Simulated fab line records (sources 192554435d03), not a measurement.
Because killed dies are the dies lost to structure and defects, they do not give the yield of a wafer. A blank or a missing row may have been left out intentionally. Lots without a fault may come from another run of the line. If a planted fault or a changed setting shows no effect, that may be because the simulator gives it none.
One fault seen from 3 desks || flow n5 finfet || what lay behind the numbers comes last; until then each desk has only its own

## THE METROLOGY DESK
What the gauges read, lot by lot, whatever tool the lot ran on: means of the sampled wafers that have a number. If a lot's mean is further than 4 standard deviations from the usual mean, the lot is out of limits and carries the mark OUT (the distance appears in the brackets). Readings shown: 7 of its 12, picked as those furthest out on some lot.
Columns: A = cd nm at N5_BEOL_M2_CD_MEAS_28, usual 26.17 nm; B = DIBL_N at N5_BEOL_M4_RC_MEAS_101, usual 36.5 mV/V; C = IOFF_N at N5_BEOL_M4_RC_MEAS_101, usual 0.17 nA/um; D = IOFF_P at N5_BEOL_M4_RC_MEAS_101, usual 0.22 nA/um; E = ION_P at N5_BEOL_M4_RC_MEAS_101, usual 462 uA/um; F = VT_N at N5_BEOL_M4_RC_MEAS_101, usual 249 mV; G = VT_P at N5_BEOL_M4_RC_MEAS_101, usual -250 mV
{"lot": "L872", "first seen here": "day 7 03:41", "A": 26.06, "B": 33.8, "C": 0.13, "D": 0.16, "E": 453, "F": 252, "G": -257}
{"lot": "L874", "first seen here": "day 7 16:48", "A": 26.03, "B": 34.9, "C": 0.13, "D": 0.19, "E": 463, "F": 253, "G": -251}
{"lot": "L881", "first seen here": "day 9 21:19", "A": 25.75, "B": 35.4, "C": 0.14, "D": 0.18, "E": 456, "F": 252, "G": -253}
{"lot": "L886", "first seen here": "day 10 12:35", "A": 25.94, "B": 37.6, "C": 0.18, "D": 0.21, "E": 462, "F": 249, "G": -251}
{"lot": "L887", "first seen here": "day 11 05:22", "A": 26.20, "B": 36.9, "C": 0.18, "D": 0.27, "E": 476, "F": 248, "G": -242}
This desk's finding: nothing out of limits on any of the 5 lots.

## THE DEFECT DESK
Per lot, the means of the sampled wafers with a number show what the inspections along the route counted. If a lot's mean is further than 4 standard deviations from the usual mean, the lot is out of limits and carries the mark OUT (the distance appears in the brackets).
Columns: A = raw defect count at N5_BEOL_M2_INSPECT_30, usual 460
{"lot": "L872", "first seen here": "day 7 03:47", "A": 412}
{"lot": "L874", "first seen here": "day 7 16:53", "A": 530}
{"lot": "L881", "first seen here": "day 9 21:24", "A": 419}
{"lot": "L886", "first seen here": "day 10 12:40", "A": 322}
{"lot": "L887", "first seen here": "day 11 05:28", "A": 595}
This desk's finding: nothing out of limits on any of the 5 lots.

## THE TOOL OWNER'S DESK: rie diel-01
The tool's own readings at N5_BEOL_M2_ETCH_70 (etches SOC in N2/H2, target depth 80 nm, overetch 24 nm, time 130 s): means of the sampled wafers that have a number, for each lot that ran on this tool. If a lot's mean is further than 4 standard deviations from the usual mean, the lot is out of limits and carries the mark OUT (the distance appears in the brackets).
Columns: A = bias w at N5_BEOL_M2_ETCH_70, usual 150.0 W; B = drypump motor current A at N5_BEOL_M2_ETCH_70, usual 5.6 A; C = oes product au at N5_BEOL_M2_ETCH_70, usual 0.56 a.u.; D = rf vpp V at N5_BEOL_M2_ETCH_70, usual 523.7 V; E = showerhead plenum p Torr at N5_BEOL_M2_ETCH_70, usual 2.53 Torr; F = temp c at N5_BEOL_M2_ETCH_70, usual 39.99 C; G = throttle valve pct at N5_BEOL_M2_ETCH_70, usual 17.97 %
{"lot": "L872", "first seen here": "day 7 05:32", "A": 149.7, "B": 5.7, "C": 0.63, "D": 524.3, "E": 2.57, "F": 40.08, "G": 17.84}
{"lot": "L874", "first seen here": "day 7 20:00", "A": 149.6, "B": 5.7, "C": 0.60, "D": 524.3, "E": 2.56, "F": 40.02, "G": 17.84}
{"lot": "L881", "first seen here": "day 9 23:59", "A": 150.0, "B": 5.7, "C": 0.59, "D": 523.9, "E": 2.55, "F": 39.88, "G": 17.82}
This desk's finding: nothing out of limits on any of the 3 lots.

## TAKEN TOGETHER
Metrology desk: nothing out of limits seen.
Nothing the defect desk looked at was out of limits.
The tool owner's desk saw nothing out of limits.

## WHAT HAD BEEN PUT IN BY THE SIMULATOR
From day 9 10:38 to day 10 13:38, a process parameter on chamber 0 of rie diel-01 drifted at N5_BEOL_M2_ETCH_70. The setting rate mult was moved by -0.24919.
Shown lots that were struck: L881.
